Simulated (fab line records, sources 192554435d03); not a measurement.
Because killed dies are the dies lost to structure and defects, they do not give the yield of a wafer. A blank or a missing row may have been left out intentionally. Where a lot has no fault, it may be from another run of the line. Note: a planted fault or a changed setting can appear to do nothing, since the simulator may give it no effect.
One fault seen from 2 desks | flow n5Finfet | every desk sees just its own numbers, and what lay behind them comes last

## METROLOGY DESK
Lot by lot, what the gauges showed, no matter which tool ran the lot: averages of those sampled wafers that carry a number. A lot is out of limits, marked OUT, if its mean lies more than 4 standard deviations from the usual mean; the brackets give that distance. Only the readings that lie furthest out on some lot appear, 7 of the 12 it has.
Columns: A = M3_RS at N5_BEOL_M3_RS_MEAS_58, usual 0.69 ohm/sq; B = V3_OVL at N5_BEOL_M4_OVL_MEAS_29, usual -0.2 nm; C = IOFF_P at N5_BEOL_M4_RC_MEAS_101, usual 0.21 nA/um; D = SS_N at N5_BEOL_M4_RC_MEAS_101, usual 71.5 mV/dec; E = SS_P at N5_BEOL_M4_RC_MEAS_101, usual 73.2 mV/dec; F = VT_N at N5_BEOL_M4_RC_MEAS_101, usual 250 mV; G = VT_P at N5_BEOL_M4_RC_MEAS_101, usual -250 mV
lot  | first seen here | A    | B    | C    | D    | E    | F   | G
L190 | day 7 13:02     | 0.75 | 0.4  | 0.20 | 72.9 | 73.2 | 251 | -250
L192 | day 8 01:58     | 0.69 | -0.1 | 0.16 | 70.9 | 72.9 | 255 | -256
L193 | day 8 19:13     | 0.65 | -0.7 | 0.16 | 71.0 | 72.8 | 251 | -254
L197 | day 9 13:31     | 0.69 | -0.8 | 0.16 | 71.3 | 72.5 | 254 | -254
L201 | day 10 08:37    | 0.67 | -0.4 | 0.20 | 71.5 | 74.2 | 250 | -250
L200 | day 10 10:44    | 0.68 | -1.2 | 0.21 | 71.5 | 73.2 | 250 | -247
L204 | day 11 03:55    | 0.68 | -0.1 | 0.24 | 71.9 | 73.3 | 248 | -249
L208 | day 12 09:52    | 0.78 | -0.8 | 0.23 | 71.5 | 73.6 | 249 | -249
L210 | day 13 01:46    | 0.71 | -0.9 | 0.20 | 71.5 | 72.9 | 253 | -251
L211 | day 13 04:34    | 0.68 | -0.6 | 0.22 | 71.5 | 72.8 | 249 | -248
L212 | day 13 20:36    | 0.74 | 0.2  | 0.20 | 71.6 | 73.1 | 254 | -252
This desk found nothing out of limits on any of the 11 lots.

## THE TOOL OWNER'S DESK: aldSin-02
The tool's own readings at N5_BEOL_M4_ALD_98 (deposits SiO2, target thk 2.5 nm, pulse time 1 s, co reactant pulse time 1 s): means of the sampled wafers that have a number, for each lot that ran on this tool. A lot is out of limits, marked OUT, if its mean lies more than 4 standard deviations from the usual mean; the brackets give that distance.
Columns: A = heaterPowerW at N5_BEOL_M4_ALD_98, usual 80 W; B = precursorPulseHeightRel at N5_BEOL_M4_ALD_98, usual 0.999
lot  | first seen here | A  | B
L193 | day 9 02:06     | 78 | 1.013
L200 | day 10 14:17    | 68 | 0.987
L204 | day 11 06:49    | 83 | 0.990
L208 | day 12 13:04    | 79 | 1.023
This desk found nothing out of limits on any of the 4 lots.

## BROUGHT TOGETHER
From the metrology desk's view, nothing was out of limits.
Nothing out of limits was seen by the tool owner's desk.

## WHAT WAS PUT IN BY THE SIMULATOR
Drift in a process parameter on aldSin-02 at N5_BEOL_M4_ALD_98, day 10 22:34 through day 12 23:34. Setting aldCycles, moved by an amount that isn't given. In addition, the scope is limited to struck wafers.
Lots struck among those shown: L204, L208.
